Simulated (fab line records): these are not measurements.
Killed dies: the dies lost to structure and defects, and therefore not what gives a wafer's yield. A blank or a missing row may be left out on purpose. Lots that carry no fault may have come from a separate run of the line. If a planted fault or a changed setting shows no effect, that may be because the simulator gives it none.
What tool caused it? | flow n5Finfet | 12 lots, 36 wafers sampled, at 2 steps of a route of 1938

== WHAT THE GAUGES READ, wafer by wafer ==
N5_BEOL_M7_OVL_MEAS_29.
lot  | measured     | on         | V6_OVL (nm)
L074 | day 10 17:50 | overlay-01 | -0.5 -0.8 0.3
L077 | day 10 21:40 | overlay-02 | 0.1 1.4 0.0
L080 | day 11 19:28 | overlay-02 | 0.7 0.3 0.2
L079 | day 11 21:50 | overlay-02 | -0.1 -1.2 -1.4
L083 | day 12 22:25 | overlay-02 | -0.4 0.2 -0.1
L086 | day 13 10:14 | overlay-02 | -0.3 -0.9 -0.4
L085 | day 13 13:47 | overlay-01 | 0.0 0.4 0.3
L091 | day 14 19:00 | overlay-01 | 0.9 0.5 -0.8
L088 | day 14 23:07 | overlay-02 | 0.8 1.2 1.1
L094 | day 15 03:31 | overlay-02 | 0.2 -0.5 -0.2
L095 | day 16 00:54 | overlay-02 | -0.6 -1.5 -0.6
L097 | day 16 06:20 | overlay-01 | -0.7 0.5 0.9

== EACH LOT AND THE TOOL THAT RAN IT (in order: tool; ch and the chambers of the sampled wafers; start) ==
lot  | N5_BEOL_M7_HM_OPEN_17
L074 | rieMetal-03 ch 1, day 10 16:13
L077 | rieMetal-03 ch 1, day 10 19:32
L080 | rieMetal-02 ch 0,1, day 11 16:40
L079 | rieMetal-02 ch 0,1, day 11 21:10
L083 | rieMetal-01 ch 0, day 12 20:50
L086 | rieMetal-01 ch 0, day 13 08:59
L085 | rieMetal-03 ch 0,1, day 13 11:56
L091 | rieMetal-03 ch 0,1, day 14 18:29
L088 | rieMetal-02 ch 0, day 14 20:06
L094 | rieMetal-02 ch 0,1, day 15 01:17
L095 | rieMetal-02 ch 0,1, day 15 22:58
L097 | rieMetal-01 ch 0,1, day 16 05:37
- N5_BEOL_M7_HM_OPEN_17: chemistry Cl2/BCl3, target TiN, target depth 20 nm, overetch 6 nm.

== THE ANSWER, worked out from the rows above alone ==
Rule: what is usual is taken from the lots themselves. The widest of any qualifying gaps counts: lots, ordered by their means at a reading, are off when they make up no more than a third of the lots, leave a main group of 4 or more, and stand apart from it by 3 or more times the standard deviation of that group's means. A main group whose means are all the same, to the digits that the tables above print for the reading, isn't used. Also off: a lot with no number at a reading for which 4 or more lots have one. Where the step has rows for the other lots, those lots are counted as sound.
Across all readings shown, no lot is off: no conclusion can be drawn from this.

== WHAT WAS PUT IN BY THE SIMULATOR ==
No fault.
